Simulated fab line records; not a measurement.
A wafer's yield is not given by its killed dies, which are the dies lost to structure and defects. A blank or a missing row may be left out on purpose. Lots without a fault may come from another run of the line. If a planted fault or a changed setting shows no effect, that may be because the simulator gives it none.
Matching of chambers | flow n5 finfet | N5_BEOL_M11_CMP_52 on cmp-03: 4 sister chambers
The step polishes, stops on SiCOH lowk, t overpolish 7 s, target thk 140 nm. 4 wafers are shown with their chamber, then 8 later ones without.

== WAFERS WITH THEIR CHAMBER ==
wafer  | chamber | motor current A (A)
L082.1 | 3       | 5.8
L085.1 | 2       | 5.8
L087.6 | 1       | 5.9
L093.1 | 0       | 5.4

== WAFERS MISSING THEIR CHAMBER ==
wafer  | motor current A (A)
L093.2 | 6.5
L093.6 | 6.3
L091.2 | 5.8
L091.3 | 6.4
L091.5 | 5.5
L096.1 | 5.4
L096.2 | 6.0
L096.4 | 5.4

== CHAMBER TAKEN BY EACH ==
wafer  | from the rows above               | in truth
L093.2 | can't be placed: 1 or 2 or 3 or 0 | 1
L093.6 | can't be placed: 1 or 2 or 3 or 0 | 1
L091.2 | can't be placed: 2 or 3 or 1 or 0 | 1
L091.3 | can't be placed: 1 or 2 or 3 or 0 | 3
L091.5 | can't be placed: 0 or 2 or 3 or 1 | 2
L096.1 | can't be placed: 0 or 2 or 3 or 1 | 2
L096.2 | can't be placed: 1 or 2 or 3 or 0 | 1
L096.4 | can't be placed: 0 or 2 or 3 or 1 | 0
Correct placement for 0 of the 8. These rows do not allow placing 8 (true chamber among the candidates in 8). 0 placed wrongly.
How it was worked out, from the rows above alone: a wafer's distance from a chamber is the root of the sum, over the readings, of the square of ((its reading less the chamber's mean) divided by the reading's scatter). If the next closest chamber is less than 2 further off than the closest, the wafer can't be placed; otherwise it belongs to the closest. For every chamber, the mean is computed from those of its wafers that are shown. The scatter: with one shown wafer a chamber, the root of the mean of the squares of how far each hidden wafer lies from its nearest shown one.
